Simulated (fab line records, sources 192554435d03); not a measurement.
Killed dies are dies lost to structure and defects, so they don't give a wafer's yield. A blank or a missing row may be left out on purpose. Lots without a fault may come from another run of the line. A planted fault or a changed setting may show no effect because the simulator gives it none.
A struck lot beside a sound one | flow n5_finfet | 37 steps out of a route of 1938
Sound: wafers L744.2, L744.3, L744.4. Struck: wafers L747.1, L747.2, L747.4. The cause comes at the end.
At each step with rows: each side's tool, then ch and its chambers, then its first start. Under that, the readings that differ: sound wafers | struck wafers | difference of the means | sigmas: that difference in standard deviations of wafers without a fault.
alike: readings whose means differ by less than 2 such deviations, and words and numbers that are the same on both sides. not compared: withheld readings, readings that some wafer has no value for, bounds like >300 that may hide the same value, and numbers for which the record gives no deviation and whose values overlap.
The two part at a step that has a row with sigmas, a row that says differs or no value, or rows on one side only. Numbers that don't overlap but have no deviation are shown without sigmas and don't part them. A reading that every wafer of one side lacks parts them only if that side has two wafers or more.

first, 9 steps without rows for these wafers: N5_MOL_CONTACT_COAG_EXPOSE_05 (exposes mask CA, defocus 0 nm); N5_MOL_CONTACT_COAG_PEB_06 (peb time 60 s); N5_MOL_CONTACT_COAG_DEVELOP_07 (develop time 30 s); N5_MOL_CONTACT_COAG_DESCUM_13 (chemistry O2, time 7 s); N5_MOL_CONTACT_COAG_ETCH_59 (etches underlayer in N2/H2, target depth 13 nm, time 10.4 s); N5_MOL_CONTACT_COAG_ETCH_105 (etches SiARC in CF4, target depth 15.6 nm, time 26 s); N5_MOL_CONTACT_COAG_ETCH_106 (etches SOC in N2/H2, target depth 80 nm, overetch 16 nm, time 120 s); N5_MOL_CONTACT_COAG_STRIP_107 (strips in N2/H2); N5_MOL_CONTACT_COAG_STRIP_108 (strips in N2/H2).
N5_MOL_CONTACT_COAG_CONTACT_ETCH_14: etches SiO2 in C4F6/O2, target depth 27.5 nm, overetch 8.5 nm, time 20 s.
  sound on rie_diel-06 ch 1,2,3, day 4 23:13; struck on rie_diel-06 ch 0,1, day 5 21:04
  reading             | sound             | struck            | difference | sigmas
  oes_f_703_au (a.u.) | 0.72 0.82 0.90    | 0.51 0.57 0.51    | -0.28      | -3
  rf_fwd_power_W (W)  | 361.6 364.9 366.2 | 275.5 274.9 275.0 | -89.1      | -47
  rf_vpp_V (V)        | 691 693 695       | 741 756 741       | +53        | +16
  alike: drypump_motor_current_A, oes_product_au, showerhead_plenum_p_Torr, throttle_valve_pct
  not compared: rf_hours_counter_h
then, 1 step without rows for these wafers: N5_MOL_CONTACT_COAG_STRIP_109 (strips in C4F6/O2).
N5_MOL_CONTACT_COAG_ETCH_15: etches SiNx in CH3F/O2, stops on Si:P, target depth 7 nm.
  sound on rie_diel-06 ch 1,2,3, day 4 23:14; struck on rie_diel-06 ch 0,1, day 5 21:05
  reading                                            | sound          | struck         | difference | sigmas
  model.SOC_of_MOL_CONTACT_COAG_COAT_103.thk_nm (nm) | 75.4 75.4 75.4 | 75.8 75.8 75.8 | +0.4       |
  alike: drypump_motor_current_A, oes_f_703_au, oes_product_au, rf_fwd_power_W, rf_vpp_V, showerhead_plenum_p_Torr, throttle_valve_pct
  not compared: rf_hours_counter_h
N5_MOL_CONTACT_COAG_ETCH_110: etches Si in CF4/O2, target depth 2.5 nm, time 8 s.
  sound on rie_diel-06 ch 1,2,3, day 4 23:18; struck on rie_diel-06 ch 0,1, day 5 21:09
  reading                                            | sound          | struck         | difference | sigmas
  model.SOC_of_MOL_CONTACT_COAG_COAT_103.thk_nm (nm) | 73.8 73.8 73.8 | 74.4 74.2 74.4 | +0.5       |
  alike: drypump_motor_current_A, oes_f_703_au, oes_product_au, rf_fwd_power_W, rf_vpp_V, showerhead_plenum_p_Torr, throttle_valve_pct
  not compared: rf_hours_counter_h
then, 22 steps without rows for these wafers: N5_MOL_CONTACT_COAG_STRIP_98 (strips in N2/H2); N5_MOL_CONTACT_COAG_IMPLANT_129; N5_MOL_CONTACT_COAG_PRECLEAN_111 (cleans in NF3:NH3, afs cycles 1, time 20 s, sublimation time 60 s); N5_MOL_CONTACT_COAG_TI_SIL_19 (material Ti, target thk 4.2 nm, time 15 s); N5_MOL_CONTACT_COAG_ALD_20 (deposits TiN, target thk 1.5 nm, pulse time 1 s, purge time 3 s); N5_MOL_CONTACT_COAG_SIL_ANNEAL_21 (time 60 s); N5_MOL_CONTACT_COAG_PRE_CLEAN_141 (time 60 s); N5_MOL_CONTACT_COAG_SPUTTER_143 (material Co, target thk 2.5 nm); N5_MOL_CONTACT_COAG_CO_FILL_22 (material Co, precursor CCTBA/H2, target thk 20 nm); N5_MOL_CONTACT_COAG_ANNEAL_113 (time 300 s); N5_MOL_CONTACT_COAG_PRE_CLEAN_142 (time 60 s); N5_MOL_CONTACT_COAG_SPUTTER_130 (material Co, target thk 47.5 nm); N5_MOL_CONTACT_COAG_PRECLEAN_125 (cleans in DIW, time 57.5 s); N5_MOL_CONTACT_COAG_SRD_126 (dry time 32 s); N5_MOL_CONTACT_COAG_CMP_23 (polishes, stops on SiO2, t overpolish 1.5 s, target thk 0 nm); N5_MOL_CONTACT_COAG_WET_ETCH_26 (target Co, target depth 13 nm); N5_MOL_CONTACT_COAG_WET_ETCH_116 (etches the open film in SC1-inhibited, target depth 4.6 nm, rinse time 30 s); N5_MOL_CONTACT_COAG_ALD_27 (deposits SiOC, target thk 17 nm, pulse time 1.5 s, time 2720 s); N5_MOL_CONTACT_COAG_CMP_28 (polishes, stops on SiNx, t overpolish 0.85 s, target thk 14.522 nm); N5_MOL_CONTACT_COAG_ALD_123 (deposits SiNx, target thk 5 nm, pulse time 1 s, purge time 2 s); N5_MOL_CONTACT_COAG_PECVD_31 (deposits SiO2 from TEOS/O2, target thk 46 nm, time 8.9 s); N5_MOL_CONTACT_COAG_COAT_75 (time 60 s, resist thk 60 nm).
-- the record jumps here: 3 days lie between the struck wafers' starts before and after (it left off in module MOL_CONTACT_COAG and takes up again in module BEOL_M4, whose first step shown is number 1111 of the route) --
N5_BEOL_M4_RC_MEAS_101:
  sound on prober-01 ch 0, day 8 07:38; struck on prober-01 ch 0, day 9 05:26
  reading             | sound             | struck            | difference | sigmas
  ION_P (uA/um)       | 468 457 465       | 452 441 449       | -16        | -2
  RC_DENSE_N (ohm.um) | 19.9 18.6 20.3    | 32.7 31.3 31.7    | +12.3      | +27
  RC_DENSE_P (ohm.um) | 24.7 23.1 25.4    | 41.6 39.6 39.9    | +16.0      | +25
  RC_N (ohm.um)       | 16.2 15.2 16.5    | 26.8 25.8 25.6    | +10.1      | +27
  RC_P (ohm.um)       | 20.2 19.0 20.7    | 33.9 32.2 32.6    | +12.9      | +25
  REXT_N (ohm.um)     | 77.6 76.8 78.1    | 85.3 82.7 83.4    | +6.3       | +4
  REXT_P (ohm.um)     | 104.3 103.0 104.2 | 117.0 113.2 112.8 | +10.5      | +4
  alike: DIBL_N, DIBL_P, IOFF_N, IOFF_P, ION_N, SS_N, SS_P, VT_N, VT_P
then, 1 step without rows for these wafers: N5_PASSIVATION_PROBE_49.

WHERE THEY PART
First at N5_MOL_CONTACT_COAG_CONTACT_ETCH_14; last, within this record, at N5_BEOL_M4_RC_MEAS_101.

WHY: what the simulator had put in
Process parameter drift: rie_diel-06, from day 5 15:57 on, at N5_MOL_CONTACT_COAG_CONTACT_ETCH_14. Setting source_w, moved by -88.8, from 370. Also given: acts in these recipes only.
